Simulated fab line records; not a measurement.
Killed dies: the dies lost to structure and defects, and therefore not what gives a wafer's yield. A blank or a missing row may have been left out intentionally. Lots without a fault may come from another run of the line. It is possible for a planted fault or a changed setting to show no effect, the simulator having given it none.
Lot-split experiment ; flow n5 finfet ; 39 wafers read from 7 lots, route of 1938 steps

== THE SPLIT ITSELF ==
At N5_BEOL_M6_ILD_DEP_00 (deposits SiCOH lowk from DEMS/porogen, target thk 179.75 nm, time 33.4 s), the setting time s was moved away from the recipe's 33.4 s on 15 of the 39 wafers read, by -43.2% to +54.8%. This setting was run at the recipe's value on the other wafers.

== THE PATH FROM SPLIT TO READING: the file shows 1 step between them ==
- N5_BEOL_M6_CURE_74: cures SiCOH lowk, time 240 s

== THE READING ==
Values of M6_ILD_THK in nm from N5_BEOL_M6_THK_MEAS_01. A value of 155.3 nm with a standard deviation of 1.8 nm is what fault-free wafers of this fab line usually give.

wafer;tool, chamber at the split;time s as run, s;against the recipe;M6_ILD_THK, nm;against lot-mates on the recipe
L074.1;pecvd-01, 1;33.4;recipe;154.3;-
L074.2;pecvd-01, 0;33.4;recipe;155.5;-
L074.3;pecvd-01, 2;33.4;recipe;154.0;-
L074.4;pecvd-01, 2;33.4;recipe;156.0;-
L074.5;pecvd-01, 0;33.4;recipe;157.0;-
L074.6;pecvd-01, 1;33.4;recipe;156.2;-
L078.1;pecvd-01, 1;33.4;recipe;153.6;-
L078.2;pecvd-01, 0;33.4;recipe;155.1;-
L078.3;pecvd-01, 2;41.95;+25.6%;190.7;+36.1
L078.4;pecvd-01, 1;33.4;recipe;155.2;-
L078.5;pecvd-01, 0;41.95;+25.6%;195.9;+41.3
L078.6;pecvd-01, 2;41.95;+25.6%;194.7;+40.1
L079.1;pecvd-01, 2;33.4;recipe;154.9;-
L079.2;pecvd-01, 1;18.98;-43.2%;87.3;-69.3
L079.3;pecvd-01, 0;33.4;recipe;156.5;-
L079.4;pecvd-01, 0;33.4;recipe;158.3;-
L079.5;pecvd-01, 1;18.98;-43.2%;90.5;-66.1
L079.6;pecvd-01, 2;18.98;-43.2%;91.1;-65.5
L082.2;pecvd-01, 1;33.4;recipe;154.2;-
L082.3;pecvd-01, 2;33.4;recipe;153.5;-
L082.6;pecvd-01, 1;33.4;recipe;153.5;-
L085.1;pecvd-01, 2;47.78;+43.1%;216.6;+61.3
L085.2;pecvd-01, 0;47.78;+43.1%;218.7;+63.4
L085.3;pecvd-01, 0;33.4;recipe;156.3;-
L085.4;pecvd-01, 2;33.4;recipe;153.9;-
L085.5;pecvd-01, 2;47.78;+43.1%;220.0;+64.7
L085.6;pecvd-01, 0;33.4;recipe;155.7;-
L089.1;pecvd-04, 2;51.69;+54.8%;239.3;+84.3
L089.2;pecvd-04, 0;51.69;+54.8%;238.9;+83.9
L089.3;pecvd-04, 1;33.4;recipe;151.6;-
L089.4;pecvd-04, 1;33.4;recipe;155.1;-
L089.5;pecvd-04, 0;51.69;+54.8%;241.1;+86.1
L089.6;pecvd-04, 2;33.4;recipe;158.2;-
L090.1;pecvd-03, 2;33.4;recipe;154.9;-
L090.2;pecvd-03, 0;20.81;-37.7%;98.9;-56.8
L090.3;pecvd-03, 1;33.4;recipe;154.3;-
L090.4;pecvd-03, 0;20.81;-37.7%;98.6;-57.1
L090.5;pecvd-03, 2;20.81;-37.7%;99.1;-56.6
L090.6;pecvd-03, 1;33.4;recipe;157.9;-

FIT RESULTS
A straight line over all 39 wafers: M6_ILD_THK changes by +1.51 nm for each +1% of time s; r = +1.00; the points scatter about the line by 1.8 nm.
The same after taking each lot's own level away (the mean of its wafers on the recipe; 39 wafers): +1.52 nm for each +1%; r = +1.00; scatter 1.7 nm.
The reading moves by 83 nm for the largest change in time s, on that fit.
The lots' own levels span 153.73 to 156.57 nm, that is 1.6 times the standard deviation above.
So the lot-to-lot level changes the slope little: the two slopes agree.
Check: with one of the wafers moved furthest among these (+54.8%) left out of the fit, the line predicts +83.2 nm for it against its lot-mates. It came out at +84.3 nm against them.

== THE WHOLE CHAIN: every reading that the file lists as answering this split, in the file's order ==
step;what it does;reading;change (the file's fit);r (the file's)
N5_BEOL_M6_ILD_DEP_00;deposits SiCOH lowk from DEMS/porogen, target thk 179.75 nm, time 33.4 s;SiCOH_lowk_of_BEOL_M6_ILD_DEP_00.thk nm (the simulator's own value, which no gauge read);+1.75 nm for each +1% of the setting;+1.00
N5_BEOL_M6_CURE_74;cures SiCOH lowk, time 240 s;SiCOH_lowk_of_BEOL_M6_ILD_DEP_00.thk nm (the simulator's own value, which no gauge read);+1.52 nm for each +1% of the setting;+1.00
N5_BEOL_M6_THK_MEAS_01;;M6_ILD_THK;+1.52 for each +1% of the setting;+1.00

== THE FILE'S OWN FIT ==
M6_ILD_THK changes by +1.52 nm for each +1% of time s, r = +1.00.
